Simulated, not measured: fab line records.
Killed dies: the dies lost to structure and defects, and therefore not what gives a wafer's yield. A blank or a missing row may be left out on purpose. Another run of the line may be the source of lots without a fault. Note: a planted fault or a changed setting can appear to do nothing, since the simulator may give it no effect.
One fault through the eyes of 2 desks	flow n5-finfet	each desk has only its own numbers; what lay behind them comes last

AT THE METROLOGY DESK
Lot by lot, what the gauges showed, no matter which tool ran the lot: averages of those sampled wafers that carry a number. Marked OUT: a lot whose mean sits more than 4 standard deviations from the usual mean, which makes it out of limits; the brackets give that distance. 7 of its 10 readings are shown, namely those furthest out on some lot.
Columns: A = DIBL_N at N5_BEOL_M4_RC_MEAS_101, usual 36.3 mV/V; B = ION_N at N5_BEOL_M4_RC_MEAS_101, usual 673 uA/um; C = ION_P at N5_BEOL_M4_RC_MEAS_101, usual 461 uA/um; D = SS_N at N5_BEOL_M4_RC_MEAS_101, usual 71.6 mV/dec; E = SS_P at N5_BEOL_M4_RC_MEAS_101, usual 73.3 mV/dec; F = VT_N at N5_BEOL_M4_RC_MEAS_101, usual 249.4 mV; G = VT_P at N5_BEOL_M4_RC_MEAS_101, usual -250.0 mV
lot	first seen here	A	B	C	D	E	F	G
L359	day 7 14:05	36.1	661	453	71.7	73.6	249.7	-252.7
L362	day 8 06:36	35.7	675	458	72.0	73.1	249.5	-251.6
L363	day 8 20:59	36.3	664	452	71.8	73.2	252.5	-251.3
L368	day 10 16:14	36.5	681	467	71.7	73.4	248.1	-249.2
L370	day 10 17:22	37.1	677	462	72.0	74.2	249.8	-249.2
L371	day 11 07:54	37.1	666	453	71.6	73.3	250.0	-251.0
L376	day 12 18:50	35.6	678	460	72.2	73.4	248.4	-251.7
L379	day 12 22:19	38.2	670	460	71.3	73.4	247.1	-247.9
This desk's finding: nothing out of limits on any of the 8 lots.

AT THE TOOL OWNER'S DESK: rie-metal-02
The tool's own readings at N5_GATE_CUT_VAPOR_ETCH_49 (etches TiAlC in BCl3/Cl2): means of the sampled wafers that have a number, for each lot that ran on this tool. Marked OUT: a lot whose mean sits more than 4 standard deviations from the usual mean, which makes it out of limits; the brackets give that distance.
Columns: A = drypump-motor-current-A at N5_GATE_CUT_VAPOR_ETCH_49, usual 5.8 A; B = oes-product-au at N5_GATE_CUT_VAPOR_ETCH_49, usual 0.73 a.u.
lot	first seen here	A	B
L370	day 7 12:51	5.9	0.77
L371	day 7 19:59	6.3	0.88
L376	day 9 08:40	5.9	0.85
L379	day 9 19:38	5.9	0.86
This desk's finding: nothing out of limits on any of the 4 lots.

BROUGHT TOGETHER
Nothing out of limits was seen by the metrology desk.
The desk of the tool owner found nothing out of limits.

WHAT THE SIMULATOR HAD PUT IN
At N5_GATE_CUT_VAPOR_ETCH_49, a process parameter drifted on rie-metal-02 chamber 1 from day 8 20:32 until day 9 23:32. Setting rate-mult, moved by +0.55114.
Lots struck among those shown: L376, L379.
